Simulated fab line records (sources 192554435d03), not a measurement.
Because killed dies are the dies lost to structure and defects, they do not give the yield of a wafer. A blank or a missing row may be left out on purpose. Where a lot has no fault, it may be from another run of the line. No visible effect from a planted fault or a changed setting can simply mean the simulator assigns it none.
Chamber matching ; flow n5Finfet ; aldSin-03 running N5_STI_FIN_REVEAL_ALD_14: 4 sister chambers
The step deposits Si3N4, target thk 3 nm. 4 wafers are shown with their chamber, then 9 later ones without.

## WAFERS PAIRED WITH THEIR CHAMBERS
wafer;chamber;heaterPowerW (W)
L085.6;0;903
L086.2;3;1004
L088.5;1;921
L088.6;2;866

## WAFERS WITHOUT THEIR CHAMBER
wafer;heaterPowerW (W)
L091.1;1024
L091.4;916
L091.5;921
L095.3;1026
L095.5;922
L095.6;967
L097.2;1013
L097.4;1015
L097.5;894

## CHAMBER TAKEN BY EACH
wafer;from the rows above;in truth
L091.1;3;3
L091.4;can't be placed: 1 or 0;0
L091.5;can't be placed: 1 or 0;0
L095.3;3;3
L095.5;can't be placed: 1 or 0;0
L095.6;can't be placed: 3 or 1 or 0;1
L097.2;3;3
L097.4;3;3
L097.5;can't be placed: 0 or 1 or 2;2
Correctly placed: 4 of 9. These rows do not allow placing 5 (true chamber among the candidates in 5). Number placed wrongly: 0.
How it was worked out, from the rows above alone: a wafer's distance from a chamber is the root of the sum, over the readings, of the square of ((its reading less the chamber's mean) divided by the reading's scatter). The wafer belongs to the nearest chamber; if the next one is less than 2 further off, it can't be placed. Each chamber's mean is taken over the wafers shown for it. The scatter: with one shown wafer a chamber, the root of the mean of the squares of how far each hidden wafer lies from its nearest shown one.
